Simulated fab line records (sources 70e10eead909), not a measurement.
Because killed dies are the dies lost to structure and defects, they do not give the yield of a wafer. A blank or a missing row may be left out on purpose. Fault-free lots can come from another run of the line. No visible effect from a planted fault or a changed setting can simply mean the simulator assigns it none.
Chamber matching | flow nand harc | NHARC_A_STAIRCASE_TRIM_12 on rie diel-11 has 4 sister chambers
The step chemistry O2, time 211.2 s. 4 wafers are shown with their chamber, then 9 later ones without.

## WAFERS PAIRED WITH THEIR CHAMBERS
wafer  | chamber | showerhead plenum p Torr (Torr)
L086.5 | 2       | 3.58
L088.1 | 1       | 3.53
L091.5 | 0       | 3.39
L091.6 | 3       | 3.30

## WAFERS MISSING THEIR CHAMBER
wafer  | showerhead plenum p Torr (Torr)
L091.1 | 3.39
L091.3 | 3.58
L091.4 | 3.53
L093.2 | 3.53
L093.4 | 3.30
L093.6 | 3.52
L097.1 | 3.52
L097.4 | 3.38
L097.5 | 3.38

## EACH ONE'S CHAMBER
wafer  | from the rows above | in truth
L091.1 | 0                   | 0
L091.3 | 2                   | 2
L091.4 | 1                   | 1
L093.2 | 1                   | 1
L093.4 | 3                   | 3
L093.6 | 1                   | 1
L097.1 | 1                   | 1
L097.4 | 0                   | 0
L097.5 | 0                   | 0
Placed correctly: 9 of 9. From these rows, 0 cannot be placed. 0 placed wrongly.
How it was worked out, from the rows above alone: a wafer's distance from a chamber is the root of the sum, over the readings, of the square of ((its reading less the chamber's mean) divided by the reading's scatter). If the next closest chamber is less than 2 further off than the closest, the wafer can't be placed; otherwise it belongs to the closest. Each chamber's mean is taken over the wafers shown for it. The scatter (one wafer shown for each chamber): square how far every hidden wafer sits from the nearest shown wafer, average those squares and take the square root.
